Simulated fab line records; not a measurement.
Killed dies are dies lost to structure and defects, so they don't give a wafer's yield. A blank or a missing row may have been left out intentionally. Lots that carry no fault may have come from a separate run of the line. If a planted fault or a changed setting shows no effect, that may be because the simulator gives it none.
fab line records	flow n5_finfet
[record] lots = 6	wafers = 18	last_day = 18
route steps=1938 shown SD_EPI_P@309 SD_ACTIVATION@330 PASSIVATION@1936
lots with no fault: from the same line, run without faults
start_h: hours from the record's first day to the start of the lot's first wafer shown	wait_h: hours from the lot's prior step to this one	" same as the row above	L1.1+2: one row covering several wafers at once	- no value present, or no start provided	* or withheld: withheld	< > ~ a bound
route shown NAME@n: a module of which the file shows steps, and the number in the route of the first	usual: mean/standard deviation taken from wafers without a fault	same: alike in all rows	chamber/n: place in a boat	sites: the reading at each site	_std_site: standard deviation across them	_edge_site: mean of outer sites minus mean of inner sites	radius_mm: how far each site lies from the wafer's centre	mask NAME#n: copy n	behind: tool/chamber where the wafer was last shaped	hold: why the lot was held/for how many hours/how that ended	device: the n, p or np transistor that did not switch	end of line: tests run on the same wafers once the route is complete	a step with no rows: only its recipe	killed: not the wafer's yield, but the dies lost to structure and defects at the first sort	map: a wafer's dies, marking killed ones x, the rest . and places with no die _
set.NAME: the setting that was run; set.NAME@STEP: the one run at that earlier step	model.NAME: the simulator's own value behind a step, which no gauge read
lots at selected steps of the route; one table per step, one row per wafer
services: from which hour (start_h, from the record's first day; less than 0 if before it) a tool's chamber was out of use, for how many hours, and why
[[steps]]
[step N5_SD_EPI_P_STRIP_38]
[recipe] chemistry = N2/H2	temp_c = 40	n2_flow_sccm = 200	h2_flow_sccm = 200	rf_frequency_hz = 6e+07
[step N5_SD_EPI_P_ETCHBACK_46]
[recipe] chemistry = CH3F/O2	mode = anisotropic_etchback	target = SiNx	target_depth_a = 175	stop_on = SiO2	over_etch_frac = 0.3	ion_energy_ev = 120	pressure_mtorr = 30	source_w = 395	bias_w = 73	Ar_flow_sccm = 150	CH3F_flow_sccm = 30	O2_flow_sccm = 20
[usual] bias_w = 72.97/0.24	drypump_motor_current_A = 5.6/0.31	oes_product_au = 0.63/0.055	rf_vpp_V = 299/3.1	showerhead_plenum_p_Torr = 2.00/0.062	throttle_valve_pct = 16.39/0.2
lot.wafer	tool	chamber	start_h	wait_h	bias_w	drypump_motor_current_A	oes_product_au	rf_hours_counter_h	rf_vpp_V	showerhead_plenum_p_Torr	throttle_valve_pct
L456.2	rie_diel-05	3	77.99	0.0	72.58	6.3	0.59	230	300	1.89	16.77
L456.3	"	1	"	"	72.89	5.1	0.79	8	298	2.05	16.06
L456.6	"	0	"	"	72.92	5.3	0.65	-	301	2.00	16.25
L459.2	rie_diel-02	2	100.58	0.0	72.52	5.7	0.59	214	300	2.06	16.38
L459.4	"	0	"	"	73.14	5.3	0.63	163	300	1.90	16.33
L459.5	"	0	"	"	73.03	5.3	0.64	-	302	1.90	16.33
L469.2	rie_diel-05	1	156.85	0.0	72.66	5.1	0.75	33	297	2.04	16.06
L469.3	"	0	"	"	72.94	5.3	0.63	166	300	1.99	16.31
L469.6	"	0	"	"	72.86	5.3	0.63	-	301	1.99	16.33
L471.1	rie_diel-02	3	169.52	0.0	72.36	5.4	0.58	253	298	1.96	16.75
L471.4	"	3	"	"	72.79	5.4	0.57	-	299	1.96	16.73
L471.5	"	2	"	"	72.85	5.7	0.58	-	300	2.06	16.44
L474.2	rie_diel-05	1	188.88	0.0	73.38	5.1	0.73	45	298	2.03	16.10
L474.4	"	0	"	"	73.01	5.3	0.62	177	302	1.99	16.33
L474.6	"	1	"	"	73.34	5.1	0.73	-	298	2.03	16.10
L475.1	rie_diel-02	2	194.59	0.0	72.75	5.6	0.58	248	299	2.05	16.47
L475.4	"	2	"	"	72.95	5.7	0.57	-	299	2.05	16.44
L475.5	"	0	"	"	72.32	5.3	0.63	-	301	1.89	16.39
[step N5_SD_EPI_P_ETCH_47]
[recipe] chemistry = CH3F/O2	target = SiOCN	target_depth_a = 250	mask_material = SOC	ion_energy_ev = 60	bias_w = 29	pressure_mtorr = 30	source_w = 410	Ar_flow_sccm = 150	CH3F_flow_sccm = 30	O2_flow_sccm = 20
[usual] bias_w = 29.02/0.084	drypump_motor_current_A = 5.6/0.31	oes_product_au = 0.74/0.069	rf_vpp_V = 128.0/1.4	showerhead_plenum_p_Torr = 2.00/0.062	throttle_valve_pct = 16.36/0.21
lot.wafer	tool	chamber	start_h	wait_h	bias_w	drypump_motor_current_A	oes_product_au	rf_hours_counter_h	rf_vpp_V	showerhead_plenum_p_Torr	throttle_valve_pct
L456.2	rie_diel-05	3	78.09	0.1	29.16	6.3	0.67	231	127.9	1.89	16.75
L456.3	"	1	"	"	28.95	5.1	0.93	8	126.8	2.05	16.01
L456.6	"	0	"	"	28.86	5.3	0.76	-	130.9	2.00	16.22
L459.2	rie_diel-02	2	100.68	0.1	29.01	5.6	0.70	214	128.1	2.06	16.36
L459.4	"	0	"	"	28.97	5.3	0.73	163	129.2	1.90	16.32
L459.5	"	0	"	"	28.98	5.3	0.74	-	129.0	1.90	16.32
L469.2	rie_diel-05	1	156.95	0.1	29.15	5.1	0.87	33	128.2	2.04	16.06
L469.3	"	0	"	"	29.00	5.3	0.73	166	128.1	1.99	16.29
L469.6	"	0	"	"	28.98	5.3	0.73	-	128.2	1.99	16.27
L471.1	rie_diel-02	3	169.62	0.1	28.98	5.4	0.66	253	127.2	1.96	16.72
L471.4	"	3	"	"	29.14	5.4	0.66	-	127.1	1.96	16.70
L471.5	"	2	"	"	29.14	5.7	0.68	-	128.9	2.06	16.40
L474.2	rie_diel-05	1	188.98	0.1	28.96	5.1	0.86	45	126.6	2.03	16.08
L474.4	"	0	"	"	29.18	5.3	0.72	177	129.5	1.99	16.32
L474.6	"	1	"	"	28.90	5.1	0.86	-	126.7	2.03	16.08
L475.1	rie_diel-02	2	194.69	0.1	28.94	5.7	0.67	248	128.0	2.05	16.42
L475.4	"	2	"	"	28.96	5.7	0.67	-	128.1	2.05	16.44
L475.5	"	0	"	"	29.09	5.3	0.71	-	128.9	1.89	16.36
[step N5_SD_EPI_P_ETCH_16]
[recipe] chemistry = CHF3/O2	target = SiO2	target_depth_a = 50	mask_material = SOC	pressure_mtorr = 30	source_w = 650	bias_w = 170	Ar_flow_sccm = 200	CHF3_flow_sccm = 50	O2_flow_sccm = 5	ion_energy_ev = 200
[usual] bias_w = 170.0/0.43	drypump_motor_current_A = 5.6/0.31	oes_product_au = 0.74/0.068	rf_vpp_V = 527/5.5	showerhead_plenum_p_Torr = 2.41/0.072	throttle_valve_pct = 18.93/0.2
lot.wafer	tool	chamber	start_h	wait_h	bias_w	drypump_motor_current_A	oes_product_au	rf_hours_counter_h	rf_vpp_V	showerhead_plenum_p_Torr	throttle_valve_pct
L456.2	rie_diel-05	3	78.19	0.1	169.4	6.3	0.68	231	530	2.28	19.29
L456.3	"	1	"	"	169.0	5.1	0.92	8	523	2.46	18.61
L456.6	"	0	"	"	170.0	5.3	0.75	-	532	2.41	18.81
L459.2	rie_diel-02	2	100.78	0.1	170.4	5.7	0.69	214	531	2.49	18.96
L459.4	"	0	"	"	169.5	5.3	0.73	163	528	2.29	18.83
L459.5	"	0	"	"	169.7	5.3	0.74	-	529	2.29	18.83
L469.2	rie_diel-05	1	157.05	0.1	170.9	5.1	0.87	33	524	2.45	18.64
L469.3	"	0	"	"	170.3	5.3	0.74	166	532	2.40	18.87
L469.6	"	0	"	"	169.7	5.3	0.73	-	533	2.40	18.85
L471.1	rie_diel-02	3	169.72	0.1	169.0	5.5	0.66	253	527	2.37	19.27
L471.4	"	3	"	"	169.8	5.5	0.66	-	525	2.37	19.25
L471.5	"	2	"	"	170.4	5.7	0.68	-	530	2.48	18.99
L474.2	rie_diel-05	1	189.08	0.1	170.1	5.1	0.86	45	524	2.45	18.69
L474.4	"	0	"	"	170.0	5.3	0.72	177	531	2.40	18.88
L474.6	"	1	"	"	170.6	5.1	0.86	-	525	2.45	18.68
L475.1	rie_diel-02	2	194.79	0.1	169.7	5.7	0.67	248	530	2.48	19.00
L475.4	"	2	"	"	169.9	5.7	0.67	-	529	2.48	19.01
L475.5	"	0	"	"	169.7	5.3	0.72	-	530	2.28	18.89
[step N5_SD_EPI_P_STRIP_50]
[recipe] chemistry = CHF3/O2	resist = SiARC	rf_frequency_hz = 6e+07
[step N5_SD_EPI_P_SD_RECESS_17]
[recipe] chemistry = HBr/Cl2/O2	target_depth_a = 391	bt_time_s = 3	pressure_mtorr = 10	icp_w = 800	bias_w = 112	HBr_flow_sccm = 150	Cl2_flow_sccm = 80	O2_flow_sccm = 12
[usual] HBr_flow_sccm = 150.0/0.47	bias_w = 112.0/0.33	drypump_motor_current_A = 5.7/0.39	oes_product_au = 0.999/0.018	throttle_valve_pct = 36.98/0.28
lot.wafer	tool	chamber	start_h	wait_h	HBr_flow_sccm	bias_w	drypump_motor_current_A	oes_product_au	rf_hours_counter_h	throttle_valve_pct
L456.2	rie_si-01	3	78.26	0.0	150.8	111.9	5.7	0.974	140	37.32
L456.3	"	0	"	"	149.3	111.7	5.8	1.016	106	36.80
L456.6	"	1	"	"	150.4	112.2	6.1	1.023	-	36.75
L459.2	rie_si-02	1	100.85	0.0	149.5	111.9	5.3	1.013	51	36.88
L459.4	"	3	"	"	149.8	112.1	6.4	1.019	159	37.18
L459.5	"	2	"	"	149.3	112.4	6.4	1.005	-	37.14
L469.2	rie_si-06	3	157.12	0.0	150.8	112.1	5.5	0.985	78	36.97
L469.3	"	1	"	"	150.4	112.1	5.8	0.974	5	37.55
L469.6	"	0	"	"	149.6	112.1	5.5	0.999	-	36.20
L471.1	rie_si-06	2	169.79	0.0	149.8	111.9	5.0	0.985	116	37.04
L471.4	"	1	"	"	150.1	112.2	5.7	0.965	5	37.56
L471.5	"	3	"	"	150.6	111.9	5.5	0.981	-	36.98
L474.2	rie_si-02	1	189.15	0.0	149.6	111.3	5.4	1.014	53	36.88
L474.4	"	2	"	"	150.3	111.9	6.4	1.005	13	37.14
L474.6	"	1	"	"	149.6	112.1	5.3	1.024	-	36.87
L475.1	rie_si-01	1	194.86	0.0	149.6	111.9	6.1	1.032	59	36.74
L475.4	"	2	"	"	149.8	111.5	5.7	0.984	173	36.97
L475.5	"	1	"	"	149.9	111.7	6.1	1.035	-	36.74
[step N5_SD_EPI_P_WET_ETCH_45]
[recipe] chemistry = dHF	dilution = withheld	time_s = 10.7	target = SiO2	target_depth_a = 20	temp_c = 25	dry = ipa_marangoni	rinse_time_s = 30	rinse_temp_c = 23
[step N5_SD_EPI_P_STRIP_40]
[recipe] chemistry = N2/H2	power_w = 1000	temp_c = 250	h2_frac = 0.65	overash_fraction = 0.3	pressure_mtorr = withheld	n2_flow_sccm = 1750	h2_flow_sccm = 3250
[usual] drypump_motor_current_A = 5.6/0.52	heater_power_w = 338/10	n2_flow_sccm = 1750/4.8	oes_product_au = 0.760/0.011
lot.wafer	tool	chamber	start_h	wait_h	drypump_motor_current_A	heater_power_w	n2_flow_sccm	oes_product_au	rf_hours_counter_h
L456.2	plasma_asher-01	1	78.40	0.0	4.8	320	1751	0.753	89
L456.3	"	1	"	"	4.7	332	1745	0.743	-
L456.6	"	0	"	"	5.7	340	1758	0.778	-
L459.2	plasma_asher-02	0	100.99	0.0	6.2	326	1753	0.771	42
L459.4	"	1	"	"	5.8	351	1758	0.756	-
L459.5	"	0	"	"	6.2	322	1748	0.750	-
L469.2	plasma_asher-01	1	157.27	0.0	4.7	318	1747	0.756	105
L469.3	"	1	"	"	4.8	325	1757	0.757	-
L469.6	"	1	"	"	4.7	329	1752	0.751	-
L471.1	plasma_asher-02	1	169.94	0.0	5.8	345	1756	0.772	56
L471.4	"	1	"	"	5.8	344	1752	0.749	-
L471.5	"	0	"	"	6.2	337	1743	0.746	-
L474.2	plasma_asher-02	0	189.29	0.0	6.2	330	1754	0.751	59
L474.4	"	1	"	"	5.8	355	1758	0.779	-
L474.6	"	1	"	"	5.8	351	1752	0.770	-
L475.1	plasma_asher-01	0	195.00	0.0	5.7	346	1741	0.748	112
L475.4	"	1	"	"	4.7	326	1749	0.748	-
L475.5	"	0	"	"	5.7	347	1749	0.775	-
[step N5_SD_EPI_P_PRECLEAN_52]
[recipe] chemistry = O3/DIW	time_s = 60	temp_c = 22	o3_ppm = 10
[step N5_SD_EPI_P_SRD_20]
[recipe] dry = ipa_marangoni	do_ppb = 5	time_s = 30	temp_c = 23	rinse_liquid = diw
[step N5_SD_EPI_P_PRECLEAN_51]
[recipe] chemistry = NF3:NH3	afs_cycles = 1	temp_c = 30	time_s = 20	sublimation_temp_c = 180	sublimation_time_s = 60	pressure_torr = 3	rf_power_w = 30
[step N5_SD_EPI_P_VAPOR_ETCH_44]
[recipe] chemistry = NF3/Ar	target = SiGe30	temp_c = 25	time_s = 3.3	mode = isotropic
[step N5_SD_EPI_P_EPI_21]
[recipe] material = SiGe:B	dopant = B	temp_c = 550	pressure_torr = 20	ambient = H2	time_s = 355
[same] time_s = 355
lot.wafer	tool	chamber	start_h	wait_h
L456.2+3+6	epi_rpcvd-02	0	79.52	0.6
L459.2+4+5	epi_rpcvd-03	0	102.11	0.6
L469.2+3+6	epi_rpcvd-03	0	158.92	1.1
L471.1+4+5	epi_rpcvd-03	0	170.73	0.3
L474.2+4+6	epi_rpcvd-02	0	190.17	0.5
L475.1+4+5	epi_rpcvd-02	0	195.52	0.1
[step N5_SD_EPI_P_EPI_MEAS_23]
[recipe] mode = xrd
[usual] thk_nm = 60.8/1.3
lot.wafer	tool	chamber	start_h	wait_h	thk_nm
L456.2	film_metro-02	-	81.95	2.0	59.5
L456.3	"	-	"	"	58.8
L456.6	"	-	"	"	62.0
L459.2	film_metro-02	-	104.55	2.0	62.0
L459.4	"	-	"	"	61.1
L459.5	"	-	"	"	59.0
L469.2	film_metro-02	-	163.23	3.5	60.6
L469.3	"	-	"	"	58.3
L469.6	"	-	"	"	61.0
L471.1	film_metro-01	-	174.61	3.2	62.5
L471.4	"	-	"	"	62.6
L471.5	"	-	"	"	62.4
L474.2	film_metro-01	-	192.01	1.5	62.5
L474.4	"	-	"	"	61.3
L474.6	"	-	"	"	61.7
L475.1	film_metro-01	-	197.72	1.8	61.3
L475.4	"	-	"	"	61.3
L475.5	"	-	"	"	62.8
[step N5_SD_EPI_P_HM_STRIP_48]
[recipe] chemistry = H3PO4	temp_c = 160	material = SiNx	target = SiNx	target_depth_a = 30	overetch_fraction = 0.3
[step N5_SD_EPI_P_SRD_49]
[recipe] dry = ipa_marangoni	time_s = 30	temp_c = 23	rinse_liquid = diw
[step N5_SD_EPI_P_PRECLEAN_24]
[recipe] chemistry = O3/DIW	time_s = 45	temp_c = 22	o3_ppm = 10
[step N5_SD_EPI_P_PRECLEAN_32]
[recipe] chemistry = dHF	time_s = 10	dilution = 500:1	temp_c = 25
[step N5_SD_EPI_P_PRECLEAN_33]
[recipe] chemistry = SC2	time_s = 45	temp_c = 35	mix = 1:1:50
[step N5_SD_EPI_P_SRD_25]
[recipe] time_s = 30	temp_c = 23	rinse_liquid = diw	dry = ipa_marangoni
[step N5_SD_EPI_P_INSPECT_26]
[recipe] inspect_instrument = darkfield	mode = post_epi
[usual] raw_defect_count = 176/36
lot.wafer	tool	chamber	start_h	wait_h	raw_defect_count
L456.2	defect_inspect-02	-	82.13	0.0	177
L456.3	"	-	"	"	144
L456.6	"	-	"	"	203
L459.2	defect_inspect-01	-	104.72	0.0	149
L459.4	"	-	"	"	98
L459.5	"	-	"	"	255
L469.2	defect_inspect-01	-	163.40	0.0	419
L469.3	"	-	"	"	413
L469.6	"	-	"	"	495
L471.1	defect_inspect-02	-	174.80	0.0	428
L471.4	"	-	"	"	383
L471.5	"	-	"	"	367
L474.2	defect_inspect-01	-	192.18	0.0	152
L474.4	"	-	"	"	154
L474.6	"	-	"	"	189
L475.1	defect_inspect-02	-	197.89	0.0	147
L475.4	"	-	"	"	196
L475.5	"	-	"	"	250
[step N5_SD_ACTIVATION_RTA_00]
[recipe] temp_c = 975	time_s = 0	ambient = N2	idle_temp_c = 600	ramp_up_c_per_s = 150	ramp_down_c_per_s = 60	cool_to_c = 600
[step N5_PASSIVATION_PROBE_49]
[usual] killed_at_M0_to_M3 = 35/11	killed_at_M4_up = 14/5.4	killed_at_contacts = 13/6	killed_at_front_end = 38/11	killed_at_other = 3.4/2.6	killed_dies = 104/19	killed_open = 68/13	killed_short = 34/8.5
[same] gross_dies = 1180	killed_at_back_side = 0
lot.wafer	tool	chamber	start_h	wait_h	killed_at_M0_to_M3	killed_at_M4_up	killed_at_contacts	killed_at_front_end	killed_at_other	killed_dies	killed_open	killed_short
L469.2	prober-01	-	410.28	0.1	26	13	26	128	3	196	77	26
L469.3	prober-01	-	410.33	0.1	15	10	8	149	6	188	53	32
L469.6	prober-01	-	410.48	0.3	30	9	17	127	4	187	53	28
L471.1	prober-01	-	414.89	0.0	28	30	12	150	6	226	84	37
L471.4	prober-01	-	415.04	0.2	44	30	5	150	2	231	93	43
L471.5	prober-01	-	415.09	0.2	56	21	9	154	7	247	88	66
// killed by level:class
L469.2 SD_EPI_P:unspecified=93 MOL_CONTACT_COAG:geometric_particle:open=22 BEOL_M0_SAQP:geometric_particle:open=10 DUMMY_GATE:geometric_particle:open=8 BEOL_M5:geometric_particle:open=8 FIN_SAQP:geometric_particle:short=7 FIN_SAQP:geometric_particle:open=6 BEOL_M2:geometric_particle:open=5
L469.3 SD_EPI_P:unspecified=93 FIN_SAQP:geometric_particle:short=13 HKMG_FIN:area_etch=9 FIN_SAQP:geometric_particle:open=6 ILD0:geometric_particle:short=6 DUMMY_GATE:geometric_particle:open=5 MOL_CONTACT_COAG:geometric_particle:open=5 STI_FIN_REVEAL:geometric_particle:open=3
L469.6 SD_EPI_P:unspecified=97 MOL_CONTACT_COAG:geometric_particle:open=13 HKMG_FIN:area_etch=9 BEOL_M0_SAQP:geometric_particle:open=7 BEOL_M0_SAQP:geometric_particle:short=6 STI_FIN_REVEAL:geometric_particle:open=5 BEOL_M2:geometric_particle:open=5 MOL_CONTACT_COAG:geometric_particle:short=4
L471.1 SD_EPI_P:unspecified=92 BEOL_M4:geometric_particle:open=16 HKMG_FIN:area_etch=13 STI_FIN_REVEAL:geometric_particle:open=10 BEOL_M1:geometric_particle:open=9 FIN_SAQP:geometric_particle:open=8 MOL_CONTACT_COAG:geometric_particle:open=8 BEOL_M0_SAQP:geometric_particle:short=6
L471.4 SD_EPI_P:unspecified=95 BEOL_M4:geometric_particle:open=15 BEOL_M0_SAQP:geometric_particle:short=15 FIN_SAQP:geometric_particle:short=14 FIN_SAQP:geometric_particle:open=13 STI_FIN_REVEAL:geometric_particle:open=9 BEOL_M0_SAQP:geometric_particle:open=9 BEOL_M2:geometric_particle:open=8
L471.5 SD_EPI_P:unspecified=87 BEOL_M0_SAQP:geometric_particle:short=23 FIN_SAQP:geometric_particle:open=16 FIN_SAQP:geometric_particle:short=13 BEOL_M0_SAQP:geometric_particle:open=12 STI_FIN_REVEAL:geometric_particle:open=10 BEOL_M0:geometric_particle:open=9 BEOL_M4:geometric_particle:open=9
// map L469.2 (x killed, . not)
_________________......x.....________________
______________............x....._____________
___________.............x........x.__________
__________...x................x....x_________
________...........xx.........x......._______
_______.............x..............x...______
______..x.....x........................._____
_____.............x...x.x................____
____...x...x........x.x.x..x..............___
___..x...................x..............x..__
___............x.x...........x.........x...__
__............................x............x_
__...................x........x............._
_..................x..x..........x...x.......
_........x......................x...x......x.
_............x.....x..........x.xxx.xx..x....
_..........x..................x..xxxx.xxx....
_.....x............x..........xxxxxxxxx....x.
_x....x...x.......x..........xxxxxxxxxx.xx...
_......x...x.........x..xx...x.xxxxxxxxxxx...
_.xx.....x........x............xxxxxxxxxxx.x.
__..x.......x.x........x.x.....xxxxxxxxxxx.._
__.....x........x...............x.xxxxxxxx.._
___..........................x.xx.xxxx.x...__
___....x...........x.x.............x.....xx__
____....x...x....................x..xxx...___
_____.....x...x.......xx..........x...x..____
______......x.......x.....x....x........_____
_______.x.......x....x...x......x......______
________....x.x......x...........x...._______
__________...x...........x...x...x.._________
___________.....xx.......x.........__________
______________.....x........x..._____________
_________________............________________
// map L471.5 (x killed, . not)
_________________............________________
______________x.....x......x...x_____________
___________..........xx.........x.x__________
__________...................x.....x_________
________x.....x........x..x...xx......_______
_______...x.x..x........x.xxx.x...x....______
______...x...x.x..x..........xxxx......._____
_____.................x........xx........____
____.x..x........x.xx..........x..x.......___
___.....x.....x.....x....x...........x.....__
___..xx........................x..x...x.x..__
__..........x.x.....x...x..............x...._
__...x.........x...........x.x.....x.x......_
_....xx.xx.....x.............x...............
_.xxx..x........x..x...x.x.....x....x..x.....
_x......x..x..............x..........x...x...
_...............x..........x....xxxx.xxxx.x..
_......x.x.......x...x.x.....xxxx.xxxxxx.xx..
_..............x.........x....xxxxxxxxxxx....
_x..xx............x...x..x.xxx.xxxxxxxxxx..x.
_..x....xx......x............x.xxxxxxxxxxx...
__.....................x..x....xxxx.xxxxxxx._
__......x.x.....x...........xx..x..xxxxxxx.._
___........x.....x....x....xx.....xxx.xxx.x__
___....x............xx..x...x...x.xxx.x.x.x__
____......x.....x.....x.......x...x.xxx...___
_____.........x........xxx.......x.......____
______.......x.....x..x............x...._____
_______x.....................x...x..x..______
________...............x...x........x._______
__________x.......................x._________
___________x.......xxx............x__________
______________..............x..._____________
_________________............________________
[[services]]
tool	chamber	start_h	hours	kind
rie_si-01	2	92.28	4.2	repair
rie_si-01	0	99.71	3.0	repair
rie_diel-05	2	115.35	6.4	repair
rie_si-06	-	116.06	28.1	pm
rie_si-01	1	119.62	22.1	repair
rie_si-01	2	121.47	5.6	repair
rie_diel-05	3	129.79	4.6	repair
rie_diel-05	3	150.30	-	clean
rie_diel-05	3	150.30	-	consumable_replace:focus_ring
rie_diel-05	3	150.30	-	consumable_replace:showerhead
rie_diel-05	3	150.30	14.0	scheduled_down
rie_diel-05	3	150.30	14.0	vent_cycle
rie_diel-02	3	158.29	9.1	repair
plasma_asher-02	-	184.19	3.2	repair
rie_diel-02	3	186.90	-	clean
rie_diel-02	3	186.90	-	consumable_replace:focus_ring
rie_diel-02	3	186.90	19.3	scheduled_down
rie_diel-02	3	186.90	19.3	vent_cycle
rie_diel-02	1	189.70	2.6	repair
[[key]]
[first_sign] step = N5_SD_EPI_P_INSPECT_26	reading = raw_defect_count	direction = up	sigmas = 6.7	usual = 176	struck = 418
[effect] step = N5_PASSIVATION_PROBE_49	reading = killed_at_front_end	direction = up	sigmas = 9.7	usual = 38	struck = 143
[more_kills_born_at] N5_SD_EPI_P_EPI_21@epi_rpcvd-03 = 557
met_at N5_SD_EPI_P_EPI_21
struck_wafers L469.2,L469.3,L469.6,L471.1,L471.4,L471.5
tester_left_out L469,L471
[baseline_loss] step = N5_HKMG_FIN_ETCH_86	wafers = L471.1
onset_between 102.11 158.92
also_fits N5_SD_EPI_P_SD_RECESS_17:rie_si-06
[fault] kind = chamber_particle_source	tool = epi_rpcvd-03	chamber = -	onset_h = 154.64	steps = N5_SD_EPI_P_EPI_21	rate_per_visit_cm2 = 0.37771	end_h = 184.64
// tester_left_out: of these lots the tester's yield and bins aren't shown, on N5 and GAA mostly nor the transistor test; their killed dies are dies lost to structure and defects alone, not to doping, threshold or leakage, so they don't give the yield
// baseline_loss: these wafers lose ten dies or more at that step, a loss of the line's own and not of a fault; the sort's usual values leave them out
